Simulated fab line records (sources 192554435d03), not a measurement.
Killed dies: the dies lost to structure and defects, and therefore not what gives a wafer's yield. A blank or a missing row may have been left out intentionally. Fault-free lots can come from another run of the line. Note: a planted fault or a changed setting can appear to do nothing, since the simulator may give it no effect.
Which of the tools did it? -- flow n5Finfet -- 9 lots, 25 wafers sampled, at 4 steps of a route of 1938

WHAT THE GAUGES READ, wafer by wafer
N5_HKMG_FIN_OVL_MEAS_13.
lot,measured,on,NWFM_OVL (nm)
L126,day 4 19:06,overlay-02,0.3 0.7 -0.3
L127,day 5 04:00,overlay-01,0.5 0.6 0.0
L129,day 5 16:00,overlay-02,0.4 0.9 0.6
L132,day 6 06:19,overlay-01,0.4 -0.7
L134,day 6 23:21,overlay-02,-0.6 -0.4
L142,day 8 20:23,overlay-02,-1.3 -0.9 -0.8
L144,day 9 11:05,overlay-02,-0.6 -1.5 -0.4
L145,day 9 14:44,overlay-02,0.8 0.7 -0.5
L146,day 9 22:14,overlay-02,-0.3 1.4 0.4

WHAT TOOL EACH LOT RAN ON (gives the tool, then ch and the chambers of the sampled wafers, and finally the start)
lot,N5_HKMG_FIN_ETCH_54,N5_HKMG_FIN_STRIP_93,N5_HKMG_FIN_PWFM_ALD_03
L126,"rieDiel-01 ch 2,3, day 4 15:56","rieDiel-01 ch 2,3, day 4 16:38","aldMetal-01 ch 0,1,3, day 4 18:20"
L127,"rieDiel-01 ch 0,1, day 5 00:43","rieDiel-01 ch 0,1, day 5 01:25","aldMetal-04 ch 0,1,2, day 5 03:08"
L129,"rieDiel-04 ch 0,2, day 5 12:37","rieDiel-04 ch 0,2, day 5 13:19","aldMetal-04 ch 0,1,3, day 5 15:16"
L132,"rieDiel-01 ch 2, day 6 03:02","rieDiel-01 ch 2, day 6 03:44","aldMetal-04 ch 0,3, day 6 05:26"
L134,"rieDiel-01 ch 0,1, day 6 19:49","rieDiel-01 ch 0,1, day 6 20:31","aldMetal-04 ch 1,3, day 6 22:29"
L142,"rieDiel-01 ch 0,1,2, day 8 16:47","rieDiel-01 ch 0,1,2, day 8 17:28","aldMetal-01 ch 1,2, day 8 19:31"
L144,"rieDiel-03 ch 0,2, day 9 07:44","rieDiel-03 ch 0,2, day 9 08:25","aldMetal-04 ch 0,2,3, day 9 10:20"
L145,"rieDiel-04 ch 0,1, day 9 11:24","rieDiel-04 ch 0,1, day 9 12:05","aldMetal-02 ch 2,3, day 9 13:52"
L146,"rieDiel-03 ch 0,1, day 9 19:05","rieDiel-03 ch 0,1, day 9 19:46","aldMetal-01 ch 0,2,3, day 9 21:30"
- N5_HKMG_FIN_ETCH_54: etches SiARC in CF4, target depth 45.5 nm, time 75.8 s.
- N5_HKMG_FIN_STRIP_93: strips SOC in N2/H2, time 20 s.
- N5_HKMG_FIN_PWFM_ALD_03: deposits TiN, target thk 2 nm, pulse time 1 s, purge time 3 s.

THE ANSWER, worked out from the rows above alone
Rule: the usual values come from the lots themselves. Put in order of their means at a reading, lots are off if they are a third of the lots or fewer, leave a main group of 4 or more, and stand apart from it by a gap of 3 or more times the standard deviation of the main group's means; of several such gaps the widest counts. The tables above print the reading to a certain number of digits; a main group whose means all agree to those digits is not used. A lot without any number at a reading at which 4 lots or more have one is off too. Where the step has rows for the other lots, those lots are counted as sound.
Nothing can be told from this: no lot is off at any reading shown.

WHAT WAS PUT IN BY THE SIMULATOR
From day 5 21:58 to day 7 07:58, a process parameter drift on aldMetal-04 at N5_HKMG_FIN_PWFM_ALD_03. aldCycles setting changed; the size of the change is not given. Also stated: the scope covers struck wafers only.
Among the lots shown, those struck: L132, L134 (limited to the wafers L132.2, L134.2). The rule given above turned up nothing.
